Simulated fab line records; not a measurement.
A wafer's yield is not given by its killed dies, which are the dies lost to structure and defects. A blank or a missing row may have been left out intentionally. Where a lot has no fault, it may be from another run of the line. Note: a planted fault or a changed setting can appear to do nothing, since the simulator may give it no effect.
Matching of chambers / flow n5_finfet / N5_HKMG_FIN_ALD_21 on ald_metal-01 has 4 sister chambers
The step deposits TiN, target thk 1.5 nm, pulse time 1 s, purge time 3 s. 8 wafers are shown with their chamber, then 9 later ones without.

== WAFERS WITH THEIR CHAMBER ==
wafer=L079.3; chamber=3; heater_power_w (W)=769; susceptor_temp_C (C)=400.10
wafer=L085.5; chamber=3; heater_power_w (W)=779; susceptor_temp_C (C)=400.24
wafer=L089.1; chamber=2; heater_power_w (W)=741; susceptor_temp_C (C)=400.12
wafer=L089.5; chamber=1; heater_power_w (W)=748; susceptor_temp_C (C)=399.94
wafer=L089.6; chamber=0; heater_power_w (W)=870; susceptor_temp_C (C)=400.52
wafer=L090.1; chamber=0; heater_power_w (W)=882; susceptor_temp_C (C)=399.86
wafer=L090.3; chamber=2; heater_power_w (W)=740; susceptor_temp_C (C)=399.56
wafer=L090.5; chamber=1; heater_power_w (W)=767; susceptor_temp_C (C)=399.84

== WAFERS WITHOUT THEIR CHAMBER ==
wafer=L092.3; heater_power_w (W)=758; susceptor_temp_C (C)=400.03
wafer=L092.4; heater_power_w (W)=881; susceptor_temp_C (C)=400.16
wafer=L092.6; heater_power_w (W)=853; susceptor_temp_C (C)=399.91
wafer=L093.3; heater_power_w (W)=795; susceptor_temp_C (C)=400.33
wafer=L093.4; heater_power_w (W)=770; susceptor_temp_C (C)=400.37
wafer=L093.6; heater_power_w (W)=761; susceptor_temp_C (C)=399.94
wafer=L097.1; heater_power_w (W)=770; susceptor_temp_C (C)=400.00
wafer=L097.2; heater_power_w (W)=871; susceptor_temp_C (C)=400.17
wafer=L097.3; heater_power_w (W)=776; susceptor_temp_C (C)=399.78

== CHAMBER TAKEN BY EACH ==
wafer=L092.3; from the rows above=can't be placed: 1 or 3 or 2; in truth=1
wafer=L092.4; from the rows above=0; in truth=0
wafer=L092.6; from the rows above=0; in truth=0
wafer=L093.3; from the rows above=3; in truth=3
wafer=L093.4; from the rows above=can't be placed: 3 or 1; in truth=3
wafer=L093.6; from the rows above=can't be placed: 1 or 3 or 2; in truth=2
wafer=L097.1; from the rows above=can't be placed: 3 or 1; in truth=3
wafer=L097.2; from the rows above=0; in truth=0
wafer=L097.3; from the rows above=can't be placed: 3 or 1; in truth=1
4 of 9 placed correctly. Cannot be placed on the basis of these rows: 5; the candidates contain the true chamber in 5. Number placed wrongly: 0.
How it was worked out, from the rows above alone: a wafer's distance from a chamber is the root of the sum, over the readings, of the square of ((its reading less the chamber's mean) divided by the reading's scatter). If the next closest chamber is less than 2 further off than the closest, the wafer can't be placed; otherwise it belongs to the closest. A chamber's mean is the mean of its shown wafers. The scatter: the root of (the sum of the squares of (reading less its chamber's mean) over the shown wafers, divided by (wafers less chambers)).
